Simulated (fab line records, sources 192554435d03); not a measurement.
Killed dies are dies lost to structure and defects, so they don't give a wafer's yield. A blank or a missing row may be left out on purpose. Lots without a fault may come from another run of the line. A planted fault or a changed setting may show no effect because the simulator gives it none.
Split-lot experiment | flow n5_finfet | 7 lots, 21 wafers read, on a route of 1938 steps

THE SPLIT
At N5_BEOL_M4_TRENCH_ETCH_37 (etches SiOC in C4F6/O2, target depth 55.555 nm, time 29.2 s), the setting bias_w was moved away from the recipe's 185 W on 8 of the 21 wafers read, by -9.9% to +17.8%. The other wafers ran this setting at the recipe's value.

FROM THE SPLIT TO THE READING: what the file shows between them, 2 steps
- N5_BEOL_M4_ETCH_41: etches SiCN in CH3F/O2, target depth 29.9 nm, time 52.5 s
- N5_BEOL_M4_STRIP_97: strips in N2/H2, time 10 s

THE READING
trench_depth_nm, in nm, at N5_BEOL_M4_OCD_MEAS_38. Fault-free wafers of this fab line usually give 55.3 nm, standard deviation 0.91 nm.

wafer  | tool, chamber at the split | bias_w as run, W | against the recipe | trench_depth_nm, nm | against lot-mates on the recipe
L077.3 | rie_diel-05, 3             | 185              | recipe             | 55.3                | -
L077.4 | rie_diel-05, 0             | 185              | recipe             | 55.6                | -
L077.5 | rie_diel-05, 2             | 185              | recipe             | 55.7                | -
L079.3 | rie_diel-06, 0             | 166.6            | -9.9%              | 53.2                | -3.3
L079.5 | rie_diel-06, 1             | 166.6            | -9.9%              | 53.6                | -2.9
L079.6 | rie_diel-06, 2             | 185              | recipe             | 56.5                | -
L082.4 | rie_diel-06, 3             | 185              | recipe             | 55.6                | -
L082.5 | rie_diel-06, 2             | 185              | recipe             | 56.5                | -
L082.6 | rie_diel-06, 1             | 185              | recipe             | 55.7                | -
L091.3 | rie_diel-06, 0             | 199.8            | +8.0%              | 58.0                | no lot-mate on the recipe
L091.4 | rie_diel-06, 1             | 199.8            | +8.0%              | 56.5                | no lot-mate on the recipe
L091.5 | rie_diel-06, 0             | 199.8            | +8.0%              | 57.9                | no lot-mate on the recipe
L093.1 | rie_diel-02, 0             | 185              | recipe             | 53.5                | -
L093.2 | rie_diel-02, 2             | 185              | recipe             | 55.6                | -
L093.4 | rie_diel-02, 1             | 185              | recipe             | 54.4                | -
L095.2 | rie_diel-06, 3             | 185              | recipe             | 54.4                | -
L095.5 | rie_diel-06, 3             | 185              | recipe             | 55.2                | -
L095.6 | rie_diel-06, 2             | 217.9            | +17.8%             | 59.8                | +5.0
L094.2 | rie_diel-06, 1             | 185              | recipe             | 55.4                | -
L094.4 | rie_diel-06, 3             | 174              | -5.9%              | 54.8                | -0.6
L094.6 | rie_diel-06, 1             | 174              | -5.9%              | 54.0                | -1.4

THE FIT
A straight line over all 21 wafers: trench_depth_nm changes by +0.23 nm for each +1% of bias_w; r = +0.89; the points scatter about the line by 0.75 nm.
The same after taking each lot's own level away (the mean of its wafers on the recipe; 18 wafers): +0.279 nm for each +1%; r = +0.95; scatter 0.53 nm.
On that fit, the largest move of bias_w shifts the reading by 5 nm.
The lots' own levels span 54.50 to 56.50 nm, that is 2.2 times the standard deviation above.
So the lot-to-lot level changes the slope: the two fits differ.
Check: with one of the wafers moved furthest among these (+17.8%) left out of the fit, the line predicts +4.99 nm for it against its lot-mates. It came out at +5 nm against them.
Tool readings at the split's step, against how far the setting was moved: rf_vpp_V r = +0.99.

OTHER SPLITS ON THESE WAFERS
These wafers also went through other splits before the reading. Each is held against what the fit with the lots' levels taken away leaves over:
other split on the same wafers    | wafers away from the commonest value | r with trench_depth_nm (lot level and that fit taken away)
N5_BEOL_M2_EXPOSE_25 dose_mj      | 4                                    | +0.39
N5_BEOL_M3_COAT_05 spin_rpm       | 9                                    | -0.31
N5_BEOL_M3_TRENCH_ETCH_37 time_s  | 8                                    | +0.21
N5_BEOL_M3_ETCH_41 target_depth_a | 10                                   | +0.03

THE WHOLE CHAIN: every reading that the file lists as answering this split, in the file's order
step                      | what it does                                                | reading                                                                   | change (the file's fit)               | r (the file's)
N5_BEOL_M4_TRENCH_ETCH_37 | etches SiOC in C4F6/O2, target depth 55.555 nm, time 29.2 s | rf_vpp_V                                                                  | +4.89 V for each +1% of the setting   | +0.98
N5_BEOL_M4_TRENCH_ETCH_37 | etches SiOC in C4F6/O2, target depth 55.555 nm, time 29.2 s | BEOL_M4.feature_depth_nm (the simulator's own value, which no gauge read) | +0.243 nm for each +1% of the setting | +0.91
N5_BEOL_M4_TRENCH_ETCH_37 | etches SiOC in C4F6/O2, target depth 55.555 nm, time 29.2 s | etch.depth_nm (the simulator's own value, which no gauge read)            | +0.242 nm for each +1% of the setting | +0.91
N5_BEOL_M4_OCD_MEAS_38    |                                                             | trench_depth_nm                                                           | +0.279 nm for each +1% of the setting | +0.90

THE FILE'S OWN FIT
trench_depth_nm changes by +0.279 nm for each +1% of bias_w, r = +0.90.
